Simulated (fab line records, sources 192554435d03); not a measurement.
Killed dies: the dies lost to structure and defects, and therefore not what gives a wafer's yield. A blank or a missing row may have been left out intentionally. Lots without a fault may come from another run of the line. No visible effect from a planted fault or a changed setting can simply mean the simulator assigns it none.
fab line records + flow n5Finfet
record:
- lots: 12
- wafers: 31
- lastDay: 18
route steps=1938 shown BEOL_M11@1591 BEOL_M12@1612 PASSIVATION@1936
lots that met no fault: taken from a fault-free run of the same line
startH: hours from the record's first day to the start of the lot's first wafer shown + waitH: hours since the lot's step before + " identical to the entry in the row above + L1.1+2: a single row standing in for several wafers + - value missing, or start not given + * or withheld: withheld + < > ~ a bound
route shown NAME@n: names a module that has steps shown in the file, with the first one's number in the route + usual: average and standard deviation across the fault-free wafers + same: alike in all rows + chamber/n: place in a boat + sites: readings site by site + _std_site: the values' standard deviation + _edge_site: outer sites' mean less inner sites' + radiusMm: how far each site lies from the wafer's centre + mask NAME#n: copy n + behind: tool/chamber where the wafer was last shaped + hold: why the lot was held/for how many hours/how that ended + device: the n, p or np transistor that did not switch + end of line: at the end of the route, the tests of the same wafers + for a step that has no rows: nothing shown but its recipe + killed: the dies lost at the first sort to structure and to defects; this is not the yield of the wafer + map: per-die view of a wafer (x killed, . not killed, _ where there is no die)
set.NAME: the run value of the setting; set.NAME@STEP: its run value at that earlier step + model.NAME: the simulator's own value behind a step, which no gauge read
steps of the route over a sample of lots; a table a step, a row a wafer
services: when a tool's chamber went out of use (startH, in hours from the record's first day, below 0 if earlier), for how many hours, and the reason
== steps ==
step: N5_BEOL_M11_SURFACE_TREAT_76
recipe:
- gas: Ar
- timeS: *
- ionEnergyEv: *
- ionCurrentMaCm2: 0.5
- pressureMtorr: *
- arFlowSccm: 30
usual:
- throttleValvePct: *
| lot.wafer | tool          | chamber | startH | waitH | throttleValvePct |
|-----------|---------------|---------|--------|-------|------------------|
| L840.4    | pvdSputter-01 | -       | 233.73 | 0.4   | *                |
| L840.6    | "             | -       | "      | "     | *                |
| L841.1    | pvdSputter-02 | -       | 251.00 | 0.2   | *                |
| L841.2    | "             | -       | "      | "     | *                |
| L841.4    | "             | -       | "      | "     | *                |
| L842.2    | pvdSputter-02 | -       | 268.92 | 0.2   | *                |
| L842.3    | "             | -       | "      | "     | *                |
| L845.3    | pvdSputter-02 | -       | 271.52 | 0.2   | *                |
| L845.4    | "             | -       | "      | "     | *                |
| L845.6    | "             | -       | "      | "     | *                |
| L847.2    | pvdSputter-02 | -       | 271.56 | 0.2   | *                |
| L847.3    | "             | -       | "      | "     | *                |
| L847.5    | "             | -       | "      | "     | *                |
| L844.1    | pvdSputter-01 | -       | 296.19 | 0.2   | *                |
| L844.4    | "             | -       | "      | "     | *                |
| L844.5    | "             | -       | "      | "     | *                |
| L852.2    | pvdSputter-01 | -       | 322.05 | 0.2   | *                |
| L852.5    | "             | -       | "      | "     | *                |
| L852.6    | "             | -       | "      | "     | *                |
| L854.1    | pvdSputter-02 | -       | 332.28 | 0.2   | *                |
| L854.2    | "             | -       | "      | "     | *                |
| L854.3    | "             | -       | "      | "     | *                |
| L860.3    | pvdSputter-03 | -       | 376.52 | 0.2   | *                |
| L860.5    | "             | -       | "      | "     | *                |
| L859.1    | pvdSputter-01 | -       | 378.36 | 0.8   | *                |
| L859.6    | "             | -       | "      | "     | *                |
| L862.4    | pvdSputter-03 | -       | 384.59 | 0.2   | *                |
| L862.5    | "             | -       | "      | "     | *                |
| L862.6    | "             | -       | "      | "     | *                |
| L863.2    | pvdSputter-03 | -       | 388.53 | 0.2   | *                |
| L863.4    | "             | -       | "      | "     | *                |
step: N5_BEOL_M12_CD_MEAS_10
recipe:
- targetCdNm: 140
- landingEnergyEv: 500
- detector: seInlens
- polarity: opening
usual:
- cdNm: 141.5/2.3
| lot.wafer | tool     | chamber | startH | waitH | cdNm  |
|-----------|----------|---------|--------|-------|-------|
| L840.4    | cdSem-01 | 0       | 237.34 | -     | 141.6 |
| L840.6    | "        | 0       | "      | "     | 141.5 |
| L841.1    | cdSem-01 | 0       | 252.76 | -     | 145.2 |
| L841.2    | "        | 0       | "      | "     | 141.7 |
| L841.4    | "        | 0       | "      | "     | 141.9 |
| L842.2    | cdSem-02 | 0       | 271.40 | -     | 141.9 |
| L842.3    | "        | 0       | "      | "     | 144.2 |
| L845.3    | cdSem-01 | 0       | 273.18 | -     | 139.9 |
| L845.4    | "        | 0       | "      | "     | 143.8 |
| L845.6    | "        | 0       | "      | "     | 138.4 |
| L847.2    | cdSem-01 | 0       | 273.41 | -     | 144.0 |
| L847.3    | "        | 0       | "      | "     | 139.6 |
| L847.5    | "        | 0       | "      | "     | 140.8 |
| L844.1    | cdSem-03 | 0       | 298.62 | -     | 140.0 |
| L844.4    | "        | 0       | "      | "     | 142.1 |
| L844.5    | "        | 0       | "      | "     | 139.5 |
| L852.2    | cdSem-03 | 0       | 325.53 | -     | 140.1 |
| L852.5    | "        | 0       | "      | "     | 139.6 |
| L852.6    | "        | 0       | "      | "     | 140.2 |
| L854.1    | cdSem-03 | 0       | 336.17 | -     | 143.3 |
| L854.2    | "        | 0       | "      | "     | 141.7 |
| L854.3    | "        | 0       | "      | "     | 143.0 |
| L860.3    | cdSem-03 | 0       | 378.52 | -     | 138.0 |
| L860.5    | "        | 0       | "      | "     | 138.1 |
| L859.1    | cdSem-03 | 0       | 380.26 | -     | 140.2 |
| L859.6    | "        | 0       | "      | "     | 142.2 |
| L862.4    | cdSem-03 | 0       | 387.17 | -     | 141.7 |
| L862.5    | "        | 0       | "      | "     | 142.5 |
| L862.6    | "        | 0       | "      | "     | 144.1 |
| L863.2    | cdSem-02 | 0       | 390.88 | -     | 140.4 |
| L863.4    | "        | 0       | "      | "     | 140.2 |
step: N5_BEOL_M12_DESCUM_15
recipe:
- chemistry: O2
- timeS: 7.9
- sourcePowerW: 50
- biasPowerW: 20
- pressureMtorr: 20
- rfFrequencyHz: 2.712e+07
- tempC: 40
- o2FlowSccm: 225
usual:
- drypumpMotorCurrentA: 5.7/0.42
- oesProductAu: 0.84/0.079
- rfFwdPowerW: 49.37/0.22
- rfVppV: 243.6/1.2
- showerheadPlenumPTorr: 2.12/0.062
- throttleValvePct: 20.36/0.19
| lot.wafer | tool       | chamber | startH | waitH | drypumpMotorCurrentA | oesProductAu | rfFwdPowerW | rfHoursCounterH | rfVppV | showerheadPlenumPTorr | throttleValvePct |
|-----------|------------|---------|--------|-------|----------------------|--------------|-------------|-----------------|--------|-----------------------|------------------|
| L840.4    | rieDiel-04 | 0       | 237.44 | 0.0   | 5.3                  | 0.91         | 49.26       | -               | 242.9  | 2.15                  | 20.38            |
| L840.6    | "          | 2       | "      | "     | 5.8                  | 0.80         | 49.66       | -               | 245.6  | 2.20                  | 20.59            |
| L841.1    | rieDiel-04 | 2       | 252.92 | 0.1   | 5.8                  | 0.79         | 49.46       | 134             | 246.1  | 2.20                  | 20.61            |
| L841.2    | "          | 0       | "      | "     | 5.3                  | 0.89         | 49.28       | 16              | 244.2  | 2.15                  | 20.40            |
| L841.4    | "          | 2       | "      | "     | 5.8                  | 0.80         | 49.57       | -               | 243.9  | 2.20                  | 20.58            |
| L842.2    | rieDiel-04 | 1       | 271.64 | 0.2   | 5.4                  | 0.97         | 49.27       | 8               | 241.9  | 2.14                  | 20.25            |
| L842.3    | "          | 2       | "      | "     | 5.9                  | 0.79         | 49.47       | 144             | 244.5  | 2.20                  | 20.60            |
| L845.3    | rieDiel-05 | 0       | 273.26 | 0.0   | 5.3                  | 0.86         | 49.39       | 45              | 241.2  | 2.05                  | 20.47            |
| L845.4    | "          | 1       | "      | "     | 6.1                  | 0.84         | 49.43       | -               | 243.3  | 2.13                  | 20.22            |
| L845.6    | "          | 2       | "      | "     | 5.7                  | 0.74         | 49.53       | -               | 244.6  | 2.18                  | 20.46            |
| L847.2    | rieDiel-06 | 2       | 273.81 | 0.3   | 6.4                  | 0.86         | 49.56       | 45              | 243.0  | 2.15                  | 20.38            |
| L847.3    | "          | 3       | "      | "     | 5.7                  | 0.84         | 49.34       | 53              | 244.9  | 2.11                  | 20.07            |
| L847.5    | "          | 1       | "      | "     | 6.5                  | 0.89         | 48.76       | -               | 243.8  | 2.13                  | 20.06            |
| L844.1    | rieDiel-06 | 2       | 298.71 | 0.0   | 6.4                  | 0.85         | 49.37       | 53              | 243.5  | 2.14                  | 20.39            |
| L844.4    | "          | 0       | "      | "     | 5.3                  | 0.65         | 49.09       | 249             | 243.0  | 1.97                  | 20.53            |
| L844.5    | "          | 0       | "      | "     | 5.4                  | 0.66         | 49.03       | -               | 241.3  | 1.97                  | 20.54            |
| L852.2    | rieDiel-06 | 0       | 325.70 | 0.1   | 5.3                  | 0.99         | 49.16       | 2               | 244.3  | 2.23                  | 20.23            |
| L852.5    | "          | 2       | "      | "     | 6.4                  | 0.83         | 49.79       | -               | 244.2  | 2.14                  | 20.42            |
| L852.6    | "          | 3       | "      | "     | 5.7                  | 0.83         | 49.27       | -               | 243.3  | 2.10                  | 20.09            |
| L854.1    | rieDiel-04 | 2       | 336.29 | 0.1   | 5.8                  | 0.75         | 49.35       | 166             | 244.4  | 2.19                  | 20.65            |
| L854.2    | "          | 1       | "      | "     | 5.4                  | 0.91         | 49.65       | 31              | 244.5  | 2.14                  | 20.28            |
| L854.3    | "          | 3       | "      | "     | 5.4                  | 0.92         | 49.48       | 20              | 241.9  | 2.05                  | 20.44            |
| L860.3    | rieDiel-06 | 0       | 378.61 | 0.0   | 5.4                  | 0.95         | 49.14       | 18              | 245.1  | 2.23                  | 20.25            |
| L860.5    | "          | 1       | "      | "     | 6.5                  | 0.86         | 49.00       | -               | 243.7  | 2.12                  | 20.10            |
| L859.1    | rieDiel-05 | 0       | 380.46 | 0.2   | 5.3                  | 0.81         | 49.63       | 87              | 241.5  | 2.04                  | 20.53            |
| L859.6    | "          | 0       | "      | "     | 5.4                  | 0.80         | 49.74       | -               | 242.4  | 2.03                  | 20.55            |
| L862.4    | rieDiel-06 | 1       | 387.26 | 0.0   | 6.5                  | 0.85         | 49.22       | 68              | 243.4  | 2.12                  | 20.12            |
| L862.5    | "          | 0       | "      | "     | 5.3                  | 0.95         | 49.12       | -               | 246.0  | 2.23                  | 20.25            |
| L862.6    | "          | 1       | "      | "     | 6.5                  | 0.85         | 49.05       | -               | 244.0  | 2.12                  | 20.09            |
| L863.2    | rieDiel-05 | 0       | 390.97 | 0.0   | 5.4                  | 0.80         | 49.48       | 91              | 242.3  | 2.03                  | 20.54            |
| L863.4    | "          | 3       | "      | "     | 6.1                  | 0.94         | 49.68       | 26              | 243.4  | 2.03                  | 20.13            |
step: N5_BEOL_M12_STRIP_63
recipe:
- chemistry: N2/H2
- powerW: 1000
- tempC: 250
- h2Frac: 0.65
- overashFraction: 0.3
- pressureMtorr: 1000
- n2FlowSccm: 1750
- h2FlowSccm: 3250
usual:
- drypumpMotorCurrentA: 5.7/0.51
- h2FlowSccm: 3251/10
- heaterPowerW: 347/19
- oesProductAu: 0.693/0.0045
- stripTimeToEndpointS: 42.6/0.98
| lot.wafer | tool           | chamber | startH | waitH | drypumpMotorCurrentA | h2FlowSccm | heaterPowerW | oesProductAu | rfHoursCounterH | stripTimeToEndpointS |
|-----------|----------------|---------|--------|-------|----------------------|------------|--------------|--------------|-----------------|----------------------|
| L840.4    | plasmaAsher-01 | 1       | 237.73 | -     | 6.5                  | 3248       | 331          | 0.691        | -               | 42.2                 |
| L840.6    | "              | 0       | "      | "     | 5.1                  | 3239       | 374          | 0.698        | -               | 43.0                 |
| L841.1    | plasmaAsher-01 | 1       | 253.57 | -     | 6.4                  | 3260       | 337          | 0.698        | 74              | 43.4                 |
| L841.2    | "              | 0       | "      | "     | 5.1                  | 3260       | 376          | 0.701        | 74              | 42.2                 |
| L841.4    | "              | 1       | "      | "     | 6.4                  | 3252       | 335          | 0.690        | -               | 42.8                 |
| L842.2    | plasmaAsher-01 | 0       | 271.92 | -     | 5.1                  | 3253       | 387          | 0.698        | 81              | 42.9                 |
| L842.3    | "              | 1       | "      | "     | 6.4                  | 3265       | 344          | 0.693        | -               | 43.1                 |
| L845.3    | plasmaAsher-01 | 0       | 273.73 | -     | 5.1                  | 3250       | 387          | 0.693        | -               | 44.9                 |
| L845.4    | "              | 1       | "      | "     | 6.4                  | 3239       | 336          | 0.687        | -               | 42.8                 |
| L845.6    | "              | 1       | "      | "     | 6.4                  | 3230       | 335          | 0.689        | -               | 41.6                 |
| L847.2    | plasmaAsher-01 | 1       | 276.71 | -     | 6.4                  | 3240       | 339          | 0.684        | 82              | 43.6                 |
| L847.3    | "              | 1       | "      | "     | 6.4                  | 3243       | 334          | 0.694        | -               | 43.4                 |
| L847.5    | "              | 0       | "      | "     | 5.1                  | 3245       | 374          | 0.695        | -               | 40.9                 |
| L844.1    | plasmaAsher-02 | 0       | 299.00 | -     | 5.8                  | 3260       | 320          | 0.694        | 124             | 42.4                 |
| L844.4    | "              | 0       | "      | "     | 5.8                  | 3241       | 330          | 0.698        | -               | 41.5                 |
| L844.5    | "              | 1       | "      | "     | 5.5                  | 3264       | 356          | 0.685        | -               | 42.2                 |
| L852.2    | plasmaAsher-01 | 0       | 325.98 | -     | 5.1                  | 2913       | 373          | 0.695        | 93              | 42.4                 |
| L852.5    | "              | 0       | "      | "     | 5.1                  | 2910       | 382          | 0.695        | -               | 41.7                 |
| L852.6    | "              | 1       | "      | "     | 6.4                  | 2918       | 340          | 0.693        | -               | 41.9                 |
| L854.1    | plasmaAsher-01 | 1       | 336.57 | -     | 6.4                  | 2924       | 333          | 0.692        | 95              | 42.9                 |
| L854.2    | "              | 0       | "      | "     | 5.1                  | 2944       | 374          | 0.689        | 95              | 41.7                 |
| L854.3    | "              | 0       | "      | "     | 5.1                  | 2944       | 378          | 0.690        | -               | 41.4                 |
| L860.3    | plasmaAsher-02 | 1       | 378.91 | -     | 5.5                  | 3268       | 339          | 0.699        | -               | 42.7                 |
| L860.5    | "              | 0       | "      | "     | 5.8                  | 3247       | 338          | 0.691        | -               | 41.5                 |
| L859.1    | plasmaAsher-02 | 0       | 380.75 | -     | 5.8                  | 3245       | 320          | 0.701        | 139             | 43.8                 |
| L859.6    | "              | 1       | "      | "     | 5.5                  | 3260       | 339          | 0.684        | -               | 42.7                 |
| L862.4    | plasmaAsher-02 | 1       | 387.56 | -     | 5.5                  | 3269       | 339          | 0.692        | -               | 42.6                 |
| L862.5    | "              | 0       | "      | "     | 5.8                  | 3260       | 324          | 0.697        | -               | 43.9                 |
| L862.6    | "              | 1       | "      | "     | 5.4                  | 3259       | 347          | 0.699        | -               | 42.1                 |
| L863.2    | plasmaAsher-02 | 0       | 391.26 | -     | 5.8                  | 3254       | 323          | 0.692        | 142             | 44.1                 |
| L863.4    | "              | 0       | "      | "     | 5.7                  | 3234       | 333          | 0.696        | -               | 42.8                 |
step: N5_PASSIVATION_PROBE_49
usual:
- defectLimitedYield: 91.1/1.3
- killed_at_M0_to_M3: 32/9.7
- killed_at_M4_up: 16/6
- killedAtContacts: 12/5.9
- killedAtFrontEnd: 41/11
- killedAtOther: 4/3.1
- killedDies: 104/16
- killedOpen: 68/12
- killedShort: 34/7.4
- sort_bin_5_function: 5.1/0.85
- sort_bin_6_memory: 3.3/0.66
- sort_bin_8_speed: 0.1/0.53
- sortNPass: 1075/16
- sortYieldPct: 91.1/1.4
same:
- grossDies: 1180
- killedAtBackSide: 0
- sort_bin_4_leakage[%]: 0
| lot.wafer | tool      | chamber | startH | waitH | defectLimitedYield[%] | killed_at_M0_to_M3 | killed_at_M4_up | killedAtContacts | killedAtFrontEnd | killedAtOther | killedDies | killedOpen | killedShort | sort_bin_5_function[%] | sort_bin_6_memory[%] | sort_bin_8_speed[%] | sortNPass | sortYieldPct[%] |
|-----------|-----------|---------|--------|-------|-----------------------|--------------------|-----------------|------------------|------------------|---------------|------------|------------|-------------|------------------------|----------------------|---------------------|-----------|-----------------|
| L859.1    | prober-01 | -       | 425.29 | 0.0   | 90.8                  | 25                 | 6               | 19               | 56               | 3             | 109        | 80         | 28          | 5.4                    | 3.6                  | 0                   | 1071      | 90.8            |
| L859.6    | prober-01 | -       | 425.54 | 0.3   | 90.8                  | 41                 | 7               | 9                | 49               | 3             | 109        | 66         | 41          | 4.8                    | 3.9                  | 0                   | 1071      | 90.8            |
killed by level:class
L859.1 MOL_CONTACT_COAG:geometricParticle:open=16 FIN_SAQP:geometricParticle:open=10 BEOL_M0_SAQP:geometricParticle:open=9 STI_FIN_REVEAL:geometricParticle:open=8 DUMMY_GATE:geometricParticle:open=7 BEOL_M3:geometricParticle:open=6 FIN_SAQP:geometricParticle:short=5 ILD0:geometricParticle:open=5
L859.6 BEOL_M0_SAQP:geometricParticle:short=11 FIN_SAQP:geometricParticle:open=9 FIN_SAQP:geometricParticle:short=9 BEOL_M0_SAQP:geometricParticle:open=9 STI_FIN_REVEAL:geometricParticle:open=8 BEOL_M2:geometricParticle:open=7 BEOL_M3:geometricParticle:open=7 GATE_CUT:geometricParticle:open=6
== services ==
| tool           | chamber | startH | hours | kind                         |
|----------------|---------|--------|-------|------------------------------|
| rieDiel-05     | -       | 218.37 | 0.1   | repair                       |
| rieDiel-04     | 1       | 229.60 | -     | clean                        |
| rieDiel-04     | 1       | 229.60 | -     | consumableReplace:focusRing  |
| rieDiel-04     | 1       | 229.60 | 21.3  | scheduledDown                |
| rieDiel-04     | 1       | 229.60 | 21.3  | ventCycle                    |
| rieDiel-05     | 3       | 242.46 | 40.9  | repair                       |
| plasmaAsher-02 | -       | 245.84 | 33.9  | repair                       |
| rieDiel-04     | 3       | 250.90 | -     | clean                        |
| rieDiel-04     | 3       | 250.90 | -     | consumableReplace:focusRing  |
| rieDiel-04     | 3       | 250.90 | 25.0  | scheduledDown                |
| rieDiel-04     | 3       | 250.90 | 25.0  | ventCycle                    |
| rieDiel-04     | 1       | 252.29 | 3.0   | repair                       |
| rieDiel-06     | 2       | 275.94 | 2.5   | repair                       |
| rieDiel-05     | 3       | 283.73 | -     | clean                        |
| rieDiel-05     | 3       | 283.73 | -     | consumableReplace:focusRing  |
| rieDiel-05     | 3       | 283.73 | 26.2  | scheduledDown                |
| rieDiel-05     | 3       | 283.73 | 26.2  | ventCycle                    |
| rieDiel-06     | 0       | 300.33 | -     | clean                        |
| rieDiel-06     | 0       | 300.33 | -     | consumableReplace:focusRing  |
| rieDiel-06     | 0       | 300.33 | -     | consumableReplace:showerhead |
| plasmaAsher-02 | -       | 346.46 | 2.8   | pm                           |
== key ==
firstSign:
- step: N5_BEOL_M12_STRIP_63
- reading: h2FlowSccm
- direction: down
- sigmas: 32
- usual: 3251
- struck: 2926
effect none on later readings
metAt N5_BEOL_M12_STRIP_63
struckLots L852,L854
notActingAt N5_BEOL_M11_SURFACE_TREAT_76,N5_BEOL_M12_CD_MEAS_10,N5_BEOL_M12_DESCUM_15
onsetBetween 276.71 325.98
fault:
- kind: processParameterDrift
- tool: plasmaAsher-01
- chamber: -
- onsetH: 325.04
- steps: N5_BEOL_M12_STRIP_63
- channel: h2FlowSccm
- offset: -325
- shape: step
- endH: 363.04
- actsIn: theseRecipesOnly
- stated: 3250
